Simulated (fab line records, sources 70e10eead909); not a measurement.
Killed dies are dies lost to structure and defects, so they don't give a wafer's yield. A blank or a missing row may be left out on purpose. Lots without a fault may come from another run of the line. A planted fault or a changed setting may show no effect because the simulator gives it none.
A struck lot beside a sound one | flow nand_harc | 13 steps out of a route of 1302
Sound: wafers L748.4, L748.5, L748.6. Struck: wafers L757.3, L757.4, L757.6. The cause comes at the end.
At each step with rows: each side's tool, then ch and its chambers, then its first start. Under that, the readings that differ: sound wafers | struck wafers | difference of the means | sigmas: that difference in standard deviations of wafers without a fault.
alike: readings whose means differ by less than 2 such deviations, and words and numbers that are the same on both sides. not compared: withheld readings, readings that some wafer has no value for, bounds like >300 that may hide the same value, and numbers for which the record gives no deviation and whose values overlap.
The two part at a step that has a row with sigmas, a row that says differs or no value, or rows on one side only. Numbers that don't overlap but have no deviation are shown without sigmas and don't part them. A reading that every wafer of one side lacks parts them only if that side has two wafers or more.

NHARC_A_SLIT_CD_MEAS_21:
  sound on cd_sem-03, day 22 15:29; struck on cd_sem-02, day 26 00:08
  alike: cd_nm
then, 3 steps without rows for these wafers: NHARC_A_SIN_REMOVE_WET_00 (chemistry H3PO4, time 15300 s); NHARC_A_SIN_REMOVE_PRECLEAN_01 (cleans in SC1); NHARC_A_SIN_REMOVE_SRD_02.
NHARC_A_SIN_REMOVE_INSPECT_04:
  sound on defect_inspect-02, day 22 22:08; struck on defect_inspect-01, day 26 06:44
  reading          | sound       | struck      | difference | sigmas
  raw_defect_count | 256 224 298 | 485 426 455 | +196       | +3
NHARC_A_WL_FILL_ALD_00: deposits Al2O3, target thk 3 nm, pulse time 3 s, ald cycles 30.
  sound on ald_hk-02 ch 1,2, day 22 22:11; struck on ald_hk-02 ch 1,2,3, day 26 06:50
  alike: heater_power_w, precursor_pulse_height_rel
NHARC_A_WL_FILL_RTA_01: time 5 s.
  sound on rtp_anneal-02 ch 0, day 22 22:32; struck on rtp_anneal-01 ch 0, day 26 07:07
  reading            | sound          | struck         | difference | sigmas
  lamp_power_pct (%) | 29.6 29.7 29.7 | 26.0 26.0 25.9 | -3.7       | -2
  alike: wafer_temp_C_max
NHARC_A_WL_FILL_ALD_02: deposits TiN, target thk 2 nm, pulse time 3 s, ald cycles 100.
  sound on ald_metal-03 ch 0,2,3, day 22 22:47; struck on ald_metal-02 ch 0,2,3, day 26 07:23
  alike: heater_power_w, precursor_pulse_height_rel
then, 1 step without rows for these wafers: NHARC_A_WL_FILL_CVD_03 (deposits W, target thk 40 nm, time 279 s).
NHARC_A_WL_FILL_ETCHBACK_04: etches the open film in NF3, target depth 60 nm, time 120 s.
  sound on rie_metal-02 ch 0,1, day 22 23:32; struck on rie_metal-03 ch 0,1, day 26 08:13
  reading               | sound             | struck            | difference | sigmas
  oes_product_au (a.u.) | 1.003 0.987 1.001 | 1.010 1.010 1.021 | +0.017     | +2
  alike: chamber_pressure_mTorr, drypump_motor_current_A
  not compared: rf_hours_counter_h
NHARC_A_WL_FILL_ETCHBACK_05: etches the open film in Cl2/BCl3, target depth 22 nm, time 60 s.
  sound on rie_metal-02 ch 0,1, day 22 23:46; struck on rie_metal-03 ch 0,1, day 26 08:25
  no value came back on the struck wafers for chamber_pressure_mTorr (mTorr), drypump_motor_current_A (A), oes_product_au (a.u.); on the sound wafers chamber_pressure_mTorr (mTorr) reads 9.993 9.989 10.004
  not compared: rf_hours_counter_h
NHARC_A_WL_FILL_STRIP_27: strips in N2/H2, time 20 s.
  sound on plasma_asher-02 ch 0,1, day 23 00:05; struck on plasma_asher-01 ch 0,1, day 26 09:05
  alike: drypump_motor_current_A, heater_power_w
  not compared: rf_hours_counter_h
-- the record jumps here: 4 days lie between the struck wafers' starts before and after (it left off in module A_WL_FILL and takes up again in module END, whose first step shown is number 1302 of the route) --
NHARC_END_SORT_01:
  sound on prober-02 ch 0, day 27 09:59; struck on prober-01 ch 0, day 30 13:34
  reading         | sound    | struck                                                               | difference                   | sigmas
  hold            | - - -    | await_dispo/2.9h/scrap await_dispo/2.9h/scrap await_dispo/2.9h/scrap | no value on the sound wafers |
  killed_at_array | 46 49 49 | 671 675 674                                                          | +625                         | +42
  killed_dies     | 48 52 52 | 677 677 677                                                          | +626                         | +42
  alike: killed_at_other, killed_at_periphery, killed_open, killed_short

WHERE THEY PART
First at NHARC_A_SIN_REMOVE_INSPECT_04; last, within this record, at NHARC_END_SORT_01.

WHY: what the simulator had put in
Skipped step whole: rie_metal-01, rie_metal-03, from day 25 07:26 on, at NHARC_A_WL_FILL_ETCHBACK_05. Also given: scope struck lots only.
